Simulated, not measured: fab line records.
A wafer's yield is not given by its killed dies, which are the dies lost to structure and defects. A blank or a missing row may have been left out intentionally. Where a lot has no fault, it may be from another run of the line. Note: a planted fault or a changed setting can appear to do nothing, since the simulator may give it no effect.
fab line records -- flow nand-harc
record: lots: 7, wafers: 20, last-day: 25
route steps=1159 shown A_CONTACT@946 END@1159
lots untouched by any fault: they come from a run of this same line in which no faults occurred
start-h: hours from the record's first day to the start of the lot's first wafer shown -- wait-h: time in hours since the lot's previous step -- " unchanged from the row above -- L1.1+2: a single row standing in for several wafers -- - no value present, or no start provided -- * or withheld: withheld -- < > ~ a bound
route shown NAME@n: NAME is a module with steps in the file, n the number in the route of the first one -- usual: the fault-free wafers' mean and standard deviation -- same: alike in all rows -- chamber/n: place in a boat -- sites: each site's reading -- _std_site: how widely they spread, as a standard deviation -- _edge_site: the outer-site mean with the inner-site mean subtracted -- radius-mm: how far each site lies from the wafer's centre -- mask NAME#n: copy n -- behind: tool/chamber where the wafer was last shaped -- hold: why the lot was held/for how many hours/how that ended -- device: the n, p or np transistor that did not switch -- end of line: the tests these same wafers got at the end of their route -- for a step that has no rows: nothing shown but its recipe -- killed: not the wafer's yield, but the dies lost to structure and defects at the first sort -- map: dies across one wafer; x = killed, . = not, _ = none there
set.NAME: the setting that was run; set.NAME@STEP: the one run at that earlier step -- model.NAME: the simulator's own value behind a step, which no gauge read
lots at selected steps of the route; one table per step, one row per wafer
services: the hour from which a tool's chamber was out of use, counted from the record's first day as start-h (under 0 if before that day), plus the number of hours and why
== steps ==
step: NHARC_A_CONTACT_ETCH_137
recipe: source-w: withheld, pressure-mtorr: 20, bias-v: 3000, time-s: 132, target-depth-a: 12870, ar-flow-sccm: withheld, c4f8-flow-sccm: withheld, o2-flow-sccm: withheld, chemistry: C4F8/O2/Ar
lot.wafer,tool,chamber,start-h,wait-h,rf-hours-counter-h
L668.1,har-cap-etch-02,1,402.18,0.1,15
L668.3,har-cap-etch-02,1,402.18,0.1,-
L668.5,har-cap-etch-02,1,402.18,0.1,-
L671.1,har-cap-etch-01,1,419.69,0.1,61
L671.5,har-cap-etch-01,0,419.69,0.1,-
L671.6,har-cap-etch-01,1,419.69,0.1,-
L681.4,har-cap-etch-02,1,482.16,0.1,-
L681.5,har-cap-etch-02,1,482.16,0.1,-
L680.1,har-cap-etch-03,1,486.33,0.1,104
L680.3,har-cap-etch-03,0,486.33,0.1,-
L680.6,har-cap-etch-03,1,486.33,0.1,-
L683.2,har-cap-etch-02,0,491.39,0.1,31
L683.4,har-cap-etch-02,0,491.39,0.1,-
L683.5,har-cap-etch-02,1,491.39,0.1,-
L689.1,har-cap-etch-01,0,520.60,0.1,81
L689.3,har-cap-etch-01,1,520.60,0.1,-
L689.6,har-cap-etch-01,1,520.60,0.1,-
L688.1,har-cap-etch-03,1,526.53,0.1,112
L688.3,har-cap-etch-03,0,526.53,0.1,-
L688.4,har-cap-etch-03,1,526.53,0.1,-
step: NHARC_A_CONTACT_ETCH_138
recipe: source-w: withheld, pressure-mtorr: 20, bias-v: 3000, time-s: 132, target-depth-a: 12890, ar-flow-sccm: withheld, c4f8-flow-sccm: withheld, o2-flow-sccm: withheld, chemistry: C4F8/O2/Ar
lot.wafer,tool,chamber,start-h,wait-h,rf-hours-counter-h
L668.1,har-cap-etch-02,1,402.34,0.1,15
L668.3,har-cap-etch-02,1,402.34,0.1,-
L668.5,har-cap-etch-02,1,402.34,0.1,-
L671.1,har-cap-etch-01,1,419.82,0.1,61
L671.5,har-cap-etch-01,0,419.82,0.1,-
L671.6,har-cap-etch-01,1,419.82,0.1,-
L681.4,har-cap-etch-02,1,482.32,0.1,-
L681.5,har-cap-etch-02,1,482.32,0.1,-
L680.1,har-cap-etch-03,1,486.49,0.1,104
L680.3,har-cap-etch-03,0,486.49,0.1,-
L680.6,har-cap-etch-03,1,486.49,0.1,-
L683.2,har-cap-etch-02,0,491.56,0.1,31
L683.4,har-cap-etch-02,0,491.56,0.1,-
L683.5,har-cap-etch-02,1,491.56,0.1,-
L689.1,har-cap-etch-01,0,520.72,0.1,81
L689.3,har-cap-etch-01,1,520.72,0.1,-
L689.6,har-cap-etch-01,1,520.72,0.1,-
L688.1,har-cap-etch-03,1,526.65,0.1,112
L688.3,har-cap-etch-03,0,526.65,0.1,-
L688.4,har-cap-etch-03,1,526.65,0.1,-
step: NHARC_A_CONTACT_ETCH_139
recipe: source-w: withheld, pressure-mtorr: 20, bias-v: 400, time-s: 137, target-depth-a: 5900, ar-flow-sccm: withheld, c4f8-flow-sccm: 11.5, o2-flow-sccm: 7.2, chemistry: C4F8/O2/Ar
step: NHARC_A_CONTACT_ETCH_92
recipe: target-depth-a: 400, over-etch-frac: 0.5, time-s: 85.7, ion-energy-ev: 120, ch3f-flow-sccm: 50, o2-flow-sccm: 30, ar-flow-sccm: 200, rf-w: 500, bias-w: 100, chemistry: CH3F/O2
usual: drypump-motor-current-A: 5.9/0.41, oes-product-au: 0.94/0.033, rf-vpp-V: 244.8/1.5, showerhead-plenum-p-Torr: 2.49/0.094, throttle-valve-pct: 20.663/0.0091
lot.wafer,tool,chamber,start-h,wait-h,drypump-motor-current-A,oes-product-au,rf-hours-counter-h,rf-vpp-V,showerhead-plenum-p-Torr,throttle-valve-pct
L668.1,rie-diel-07,3,403.00,0.4,6.0,0.89,31,246.5,2.47,20.657
L668.3,rie-diel-07,1,403.00,0.4,6.2,0.93,30,243.0,2.41,20.685
L668.5,rie-diel-07,2,403.00,0.4,5.5,0.90,-,243.6,2.31,20.664
L671.1,rie-diel-07,2,420.32,0.3,5.5,1.00,1,243.3,2.31,20.667
L671.5,rie-diel-07,2,420.32,0.3,5.5,1.01,-,243.1,2.31,20.658
L671.6,rie-diel-07,3,420.32,0.3,6.0,0.99,-,244.2,2.47,20.666
L681.4,rie-diel-09,2,482.88,0.3,5.8,0.92,15,245.7,2.60,20.678
L681.5,rie-diel-09,3,482.88,0.3,5.1,0.95,-,245.1,2.56,20.654
L680.1,rie-diel-10,2,487.12,0.4,6.6,1.01,46,247.3,2.61,20.667
L680.3,rie-diel-10,2,487.12,0.4,6.6,1.01,-,247.0,2.61,20.670
L680.6,rie-diel-10,2,487.12,0.4,6.6,1.01,-,245.7,2.61,20.657
L683.2,rie-diel-07,3,492.22,0.5,6.0,0.92,16,245.1,2.46,20.652
L683.4,rie-diel-07,0,492.22,0.5,6.3,0.91,13,246.4,2.55,20.684
L683.5,rie-diel-07,2,492.22,0.5,5.6,0.95,-,241.7,2.31,20.661
L689.1,rie-diel-07,3,521.27,0.4,6.0,0.93,22,245.0,2.46,20.677
L689.3,rie-diel-07,0,521.27,0.4,6.4,0.93,18,244.8,2.55,20.647
L689.6,rie-diel-07,0,521.27,0.4,6.3,0.93,-,244.9,2.55,20.664
L688.4,rie-diel-10,3,527.15,0.2,5.0,0.93,57,245.9,2.61,20.671
L688.1,rie-diel-10,1,527.15,0.2,5.7,0.93,54,244.0,2.46,20.661
L688.3,rie-diel-10,2,527.15,0.2,6.6,0.94,63,245.3,2.61,20.668
step: NHARC_A_CONTACT_ETCH_98
recipe: target-depth-a: 200, over-etch-frac: 0.5, time-s: 10, ion-energy-ev: 250, c4f6-flow-sccm: 25, o2-flow-sccm: 20, ar-flow-sccm: 500, rf-w: 600, bias-w: 500, chemistry: C4F6/O2
step: NHARC_A_CONTACT_CD_MEAS_15
usual: cd-nm: 89.9/0.61
lot.wafer,tool,chamber,start-h,wait-h,cd-nm
L668.1,cd-sem-03,-,403.21,-,90.6
L668.3,cd-sem-03,-,403.21,-,89.6
L668.5,cd-sem-03,-,403.21,-,90.5
L671.1,cd-sem-02,-,420.54,-,88.6
L671.5,cd-sem-02,-,420.54,-,88.3
L671.6,cd-sem-02,-,420.54,-,88.3
L681.4,cd-sem-03,-,483.11,-,90.1
L681.5,cd-sem-03,-,483.11,-,90.0
L680.1,cd-sem-01,-,487.70,0.1,89.6
L680.3,cd-sem-01,-,487.70,0.1,89.3
L680.6,cd-sem-01,-,487.70,0.1,89.9
L683.2,cd-sem-03,-,492.41,-,89.8
L683.4,cd-sem-03,-,492.41,-,89.1
L683.5,cd-sem-03,-,492.41,-,89.0
L689.1,cd-sem-01,-,521.50,-,90.1
L689.3,cd-sem-01,-,521.50,-,90.9
L689.6,cd-sem-01,-,521.50,-,90.3
L688.1,cd-sem-01,-,527.37,-,89.7
L688.3,cd-sem-01,-,527.37,-,89.2
L688.4,cd-sem-01,-,527.37,-,90.2
step: NHARC_A_CONTACT_STRIP_107
recipe: n2-flow-sccm: 150, h2-flow-sccm: 150, ar-flow-sccm: 0, bias-w: 0, chemistry: N2/H2
step: NHARC_A_CONTACT_STRIP_108
recipe: cf4-flow-sccm: 100, chf3-flow-sccm: 30, ar-flow-sccm: 0, bias-w: 0, chemistry: CF4/CHF3
step: NHARC_A_CONTACT_STRIP_109
recipe: o2-flow-sccm: 400, cos-flow-sccm: 20, ar-flow-sccm: 0, bias-w: 0, chemistry: O2/COS
step: NHARC_A_CONTACT_ETCH_110
recipe: target-depth-a: 500, overetch-a: 50, time-s: 27.5, ion-energy-ev: 100, cf4-flow-sccm: 80, o2-flow-sccm: 20, ar-flow-sccm: 0, rf-w: 300, bias-w: 100, chemistry: CF4/O2
step: NHARC_A_CONTACT_STRIP_26
recipe: o2-flow-sccm: 500, ar-flow-sccm: 0, bias-w: 0, chemistry: O2
usual: drypump-motor-current-A: 5.9/0.42, oes-product-au: 1.000/0.016, rf-vpp-V: 57.9/0.86, showerhead-plenum-p-Torr: 3.55/0.13, throttle-valve-pct: 17.037/0.0086
lot.wafer,tool,chamber,start-h,wait-h,drypump-motor-current-A,oes-product-au,rf-hours-counter-h,rf-vpp-V,showerhead-plenum-p-Torr,throttle-valve-pct
L668.3,rie-diel-07,3,-,-,6.0,0.977,31,57.7,3.54,17.041
L668.1,rie-diel-07,1,-,-,6.2,1.011,30,58.8,3.45,17.040
L668.5,rie-diel-07,2,-,-,5.6,0.992,-,57.0,3.33,17.041
L671.1,rie-diel-10,1,-,-,5.8,1.013,19,56.3,3.55,17.040
L671.5,rie-diel-10,1,-,-,5.8,1.016,-,58.3,3.55,17.036
L671.6,rie-diel-10,2,-,-,6.6,0.995,-,58.6,3.76,17.042
L681.4,rie-diel-10,2,483.74,0.2,6.6,0.993,-,57.7,3.75,17.037
L681.5,rie-diel-10,0,483.74,0.2,6.1,0.994,-,58.7,3.45,17.044
L683.2,rie-diel-07,1,-,-,6.2,1.008,14,57.0,3.45,17.039
L683.4,rie-diel-07,2,-,-,5.5,1.041,15,57.0,3.32,17.036
L683.5,rie-diel-07,3,-,-,6.0,1.000,-,58.9,3.54,17.046
L680.3,rie-diel-10,2,-,-,6.6,1.007,52,59.9,3.74,17.033
L680.1,rie-diel-10,3,-,-,5.0,0.972,46,58.0,3.74,17.038
L680.6,rie-diel-10,3,-,-,5.0,0.968,-,57.4,3.74,17.032
L689.3,rie-diel-07,0,-,-,6.3,0.982,18,58.5,3.65,17.036
L689.1,rie-diel-07,3,-,-,6.0,0.990,22,58.1,3.53,17.026
L689.6,rie-diel-07,3,-,-,6.0,0.999,-,59.9,3.53,17.047
L688.1,rie-diel-10,3,-,-,5.0,1.001,57,57.4,3.73,17.028
L688.4,rie-diel-10,0,-,-,6.1,1.006,61,57.7,3.44,17.040
L688.3,rie-diel-10,2,-,-,6.6,1.010,64,57.7,3.73,17.042
step: NHARC_A_CONTACT_STRIP_27
recipe: time-s: 600, temp-c: 30, chemistry: post-etch-residue-remover
step: NHARC_A_CONTACT_ALD_18
recipe: target-thk-a: 30, pulse-time-s: 1, ald-cycles: 150, temp-c: 450, material: TiN
usual: ald-cycles: 150/0, heater-power-w: 1122/67, precursor-pulse-height-rel: 1.000/0.019
lot.wafer,tool,chamber,start-h,wait-h,ald-cycles,heater-power-w,precursor-pulse-height-rel
L668.3,ald-metal-04,0,404.16,-,150,1146,0.984
L668.1,ald-metal-04,1,404.16,-,150,1068,1.036
L668.5,ald-metal-04,0,404.16,-,150,1108,1.001
L671.1,ald-metal-01,2,421.55,-,150,1242,0.991
L671.5,ald-metal-01,1,421.55,-,150,1093,1.011
L671.6,ald-metal-01,2,421.55,-,150,1252,1.014
L681.4,ald-metal-01,2,484.39,-,69,1251,0.964
L681.5,ald-metal-01,3,484.39,-,150,1157,1.002
L683.2,ald-metal-01,3,493.44,-,150,1124,0.975
L683.4,ald-metal-01,0,493.44,-,69,1178,1.006
L683.5,ald-metal-01,2,493.44,-,150,1267,1.026
L680.3,ald-metal-01,2,494.80,-,150,1246,0.989
L680.1,ald-metal-01,3,494.80,-,150,1128,0.957
L680.6,ald-metal-01,2,494.80,-,69,1252,1.016
L689.1,ald-metal-03,1,522.65,-,150,1103,0.983
L689.3,ald-metal-03,2,522.65,-,150,1121,1.005
L689.6,ald-metal-03,0,522.65,-,150,1141,0.984
L688.1,ald-metal-03,0,528.37,-,150,1148,0.974
L688.3,ald-metal-03,2,528.37,-,150,1175,1.001
L688.4,ald-metal-03,3,528.37,-,150,1017,0.986
step: NHARC_A_CONTACT_CVD_19
recipe: target-thk-a: 3000, temp-c: 300, pressure-torr: 40, wf6-flow-sccm: 40, h2-flow-sccm: 1600, ar-flow-sccm: 1560, time-s: 802, material: W
usual: heater-power-w: 500/34, throttle-valve-pct: 7.86/0.21
lot.wafer,tool,chamber,start-h,wait-h,heater-power-w,throttle-valve-pct
L668.1,cvd-w-02,1,-,-,481,8.03
L668.3,cvd-w-02,0,-,-,502,7.77
L668.5,cvd-w-02,1,-,-,475,7.93
L671.1,cvd-w-01,1,-,-,426,7.72
L671.5,cvd-w-01,1,-,-,447,7.84
L671.6,cvd-w-01,0,-,-,566,7.57
L681.4,cvd-w-01,0,-,-,530,7.68
L681.5,cvd-w-01,0,-,-,536,7.71
L683.2,cvd-w-02,0,-,-,527,7.65
L683.4,cvd-w-02,0,-,-,513,7.89
L683.5,cvd-w-02,1,-,-,489,8.03
L680.1,cvd-w-01,0,-,-,546,7.59
L680.3,cvd-w-01,0,-,-,550,7.76
L680.6,cvd-w-01,1,-,-,469,7.74
L689.1,cvd-w-01,1,-,-,472,7.56
L689.3,cvd-w-01,1,-,-,480,7.81
L689.6,cvd-w-01,1,-,-,474,7.56
L688.1,cvd-w-02,1,-,-,472,8.08
L688.3,cvd-w-02,0,-,-,508,8.04
L688.4,cvd-w-02,1,-,-,460,8.05
step: NHARC_END_SORT_01
recipe: temp-c: 25
usual: killed-at-array: 30/10, killed-at-other: 0.5/0.82, killed-at-periphery: 2.9/2, killed-dies: 34/11, killed-open: 3.2/1.8, killed-short: 2.0/1.4
same: gross-dies: 677
lot.wafer,tool,chamber,start-h,wait-h,killed-at-array,killed-at-other,killed-at-periphery,killed-dies,killed-open,killed-short
L681.4,prober-02,0,554.28,3.4,676,0,1,677,5,3
L680.6,prober-01,0,562.53,3.9,674,1,2,677,5,1
L683.2,prober-02,0,568.32,2.8,43,0,5,48,6,4
L683.4,prober-02,0,569.91,3.4,671,1,5,677,7,2
L683.5,prober-02,0,570.71,3.7,52,0,4,56,1,5
killed by level:class
L681.4 A_CONTACT:area-ald=643 A_SLIT:chamber-film-flake=11 A_CHANNEL_HOLE_D1:chamber-film-flake=8 A_BLC:chamber-film-flake=5 A_CHANNEL_HOLE_D1:geometric-particle:short=2 A_CONTACT:chamber-film-flake=2 P_GATE:geometric-particle:open=1 A_ONON_D1:geometric-particle:open=1
L680.6 A_CONTACT:area-ald=644 A_SLIT:chamber-film-flake=10 A_STAIRCASE:chamber-film-flake=7 A_CHANNEL_HOLE_D1:chamber-film-flake=5 A_WL_FILL:geometric-particle:open=2 A_CONTACT:chamber-film-flake=2 P_CONTACT:geometric-particle:open=1 P_M0:geometric-particle:open=1
L683.2 A_SLIT:chamber-film-flake=17 A_CHANNEL_HOLE_D1:chamber-film-flake=16 A_CONTACT:geometric-particle:open=4 A_WL_FILL:geometric-particle:short=3 P_STI:chamber-film-flake=2 P_GATE:geometric-particle:short=1 P_M0:geometric-particle:open=1 A_BLC:geometric-particle:open=1
L683.4 A_CONTACT:area-ald=620 A_SLIT:chamber-film-flake=22 A_CHANNEL_HOLE_D1:chamber-film-flake=16 A_CONTACT:chamber-film-flake=5 P_GATE:geometric-particle:short=1 P_GATE:geometric-particle:open=1 P_M1:geometric-particle:open=1 A_ONON_D1:geometric-particle:open=1
L683.5 A_SLIT:chamber-film-flake=24 A_CHANNEL_HOLE_D1:chamber-film-flake=20 A_CHANNEL_FILL_D1:geometric-particle:short=2 A_WL_FILL:geometric-particle:short=2 A_CONTACT:chamber-film-flake=2 P_M2:geometric-particle:open=1 A_SOURCE_PLATE:geometric-particle:short=1 P_ZERO_WELL:chamber-film-flake=1
map L680.6 (x killed, . not)
____________x____________
_________xxxxxxx_________
_______xxxxxxxxxxx_______
______xxxxxxxxxxxxx______
_____xxxxxxxxxxxxxxx_____
____xxxxxxxxxxxxxxxxx____
____xxxxxxxxxxxxxxxxx____
___xxxxxxxxxxxxxxxxxxx___
___xxxxxxxxxxxxxxxxxxx___
__xxxxxxxxxxxxxxxxxxxxx__
__xxxxxxxxxxxxxxxxxxxxx__
_xxxxxxxxxxxxxxxxxxxxxxx_
_xxxxxxxxxxxxxxxxxxxxxxx_
_xxxxxxxxxxxxxxxxxxxxxxx_
_xxxxxxxxxxxxxxxxxxxxxxx_
_xxxxxxxxxxxxxxxxxxxxxxx_
xxxxxxxxxxxxxxxxxxxxxxxxx
xxxxxxxxxxxxxxxxxxxxxxxxx
xxxxxxxxxxxxxxxxxxxxxxxxx
xxxxxxxxxxxxxxxxxxxxxxxxx
xxxxxxxxxxxxxxxxxxxxxxxxx
_xxxxxxxxxxxxxxxxxxxxxxx_
_xxxxxxxxxxxxxxxxxxxxxxx_
_xxxxxxxxxxxxxxxxxxxxxxx_
_xxxxxxxxxxxxxxxxxxxxxxx_
_xxxxxxxxxxxxxxxxxxxxxxx_
__xxxxxxxxxxxxxxxxxxxxx__
__xxxxxxxxxxxxxxxxxxxxx__
___xxxxxxxxxxxxxxxxxxx___
___xxxxxxxxxxxxxxxxxxx___
____xxxxxxxxxxxxxxxxx____
____xxxxxxxxxxxxxxxxx____
_____xxxxxxxxxxxxxxx_____
______xxxxxxxxxxxxx______
_______xxxxxxxxxxx_______
_________xxxxxxx_________
____________x____________
map L681.4 (x killed, . not)
____________x____________
_________xxxxxxx_________
_______xxxxxxxxxxx_______
______xxxxxxxxxxxxx______
_____xxxxxxxxxxxxxxx_____
____xxxxxxxxxxxxxxxxx____
____xxxxxxxxxxxxxxxxx____
___xxxxxxxxxxxxxxxxxxx___
___xxxxxxxxxxxxxxxxxxx___
__xxxxxxxxxxxxxxxxxxxxx__
__xxxxxxxxxxxxxxxxxxxxx__
_xxxxxxxxxxxxxxxxxxxxxxx_
_xxxxxxxxxxxxxxxxxxxxxxx_
_xxxxxxxxxxxxxxxxxxxxxxx_
_xxxxxxxxxxxxxxxxxxxxxxx_
_xxxxxxxxxxxxxxxxxxxxxxx_
xxxxxxxxxxxxxxxxxxxxxxxxx
xxxxxxxxxxxxxxxxxxxxxxxxx
xxxxxxxxxxxxxxxxxxxxxxxxx
xxxxxxxxxxxxxxxxxxxxxxxxx
xxxxxxxxxxxxxxxxxxxxxxxxx
_xxxxxxxxxxxxxxxxxxxxxxx_
_xxxxxxxxxxxxxxxxxxxxxxx_
_xxxxxxxxxxxxxxxxxxxxxxx_
_xxxxxxxxxxxxxxxxxxxxxxx_
_xxxxxxxxxxxxxxxxxxxxxxx_
__xxxxxxxxxxxxxxxxxxxxx__
__xxxxxxxxxxxxxxxxxxxxx__
___xxxxxxxxxxxxxxxxxxx___
___xxxxxxxxxxxxxxxxxxx___
____xxxxxxxxxxxxxxxxx____
____xxxxxxxxxxxxxxxxx____
_____xxxxxxxxxxxxxxx_____
______xxxxxxxxxxxxx______
_______xxxxxxxxxxx_______
_________xxxxxxx_________
____________x____________
== services ==
tool,chamber,start-h,hours,kind
cvd-w-02,-,381.02,13.0,pm
rie-diel-07,0,384.37,-,clean
rie-diel-07,1,384.37,-,clean
rie-diel-07,2,384.37,-,clean
rie-diel-07,3,384.37,-,clean
rie-diel-07,0,399.53,2.7,repair
rie-diel-07,-,405.22,9.0,pm
rie-diel-07,0,405.22,9.0,vent-cycle
rie-diel-07,1,405.22,9.0,vent-cycle
rie-diel-07,2,405.22,9.0,vent-cycle
rie-diel-07,3,405.22,9.0,vent-cycle
ald-metal-04,-,406.00,10.0,pm
ald-metal-03,0,410.25,14.4,repair
rie-diel-07,0,414.22,-,clean
ald-metal-03,-,417.13,1.3,repair
rie-diel-09,-,431.35,9.0,pm
rie-diel-07,1,431.74,1.5,repair
ald-metal-03,-,444.64,12.5,repair
ald-metal-01,-,458.00,10.0,pm
rie-diel-10,3,460.06,4.1,repair
rie-diel-10,3,479.12,10.5,repair
cvd-w-01,-,479.65,13.0,pm
rie-diel-10,0,485.28,9.0,repair
ald-metal-03,-,500.00,10.0,pm
== key ==
first-sign: step: NHARC_A_CONTACT_ALD_18, reading: ald-cycles, direction: down, sigmas: 99+, usual: 150, struck: 69
effect: step: NHARC_END_SORT_01, reading: killed-at-array, direction: up, sigmas: 62, usual: 30, struck: 674
more-kills-born-at: NHARC_A_CONTACT_ALD_18@ald-metal-01: 1907
met-at NHARC_A_CONTACT_ALD_18
struck-wafers L680.6,L681.4,L683.4
later-rows-left-out L680.6,L681.4,L683.4
tester-left-out L680,L681,L683
onset-between 421.55 484.39
fault: kind: process-parameter-drift, tool: ald-metal-01, chamber: -, onset-h: 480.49, steps: NHARC_A_CONTACT_ALD_18, channel: ald-cycles, offset: -81, shape: step, end-h: 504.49, scope: struck-wafers-only, acts-in: these-recipes-only, stated: 150
tester-left-out: of these lots the tester's yield and bins aren't shown, on N5 and GAA mostly nor the transistor test; their killed dies are dies lost to structure and defects alone, not to doping, threshold or leakage, so they don't give the yield
later-rows-left-out: the simulator's readings of these wafers behind a module that went badly wrong aren't trusted and aren't shown, but for the sort
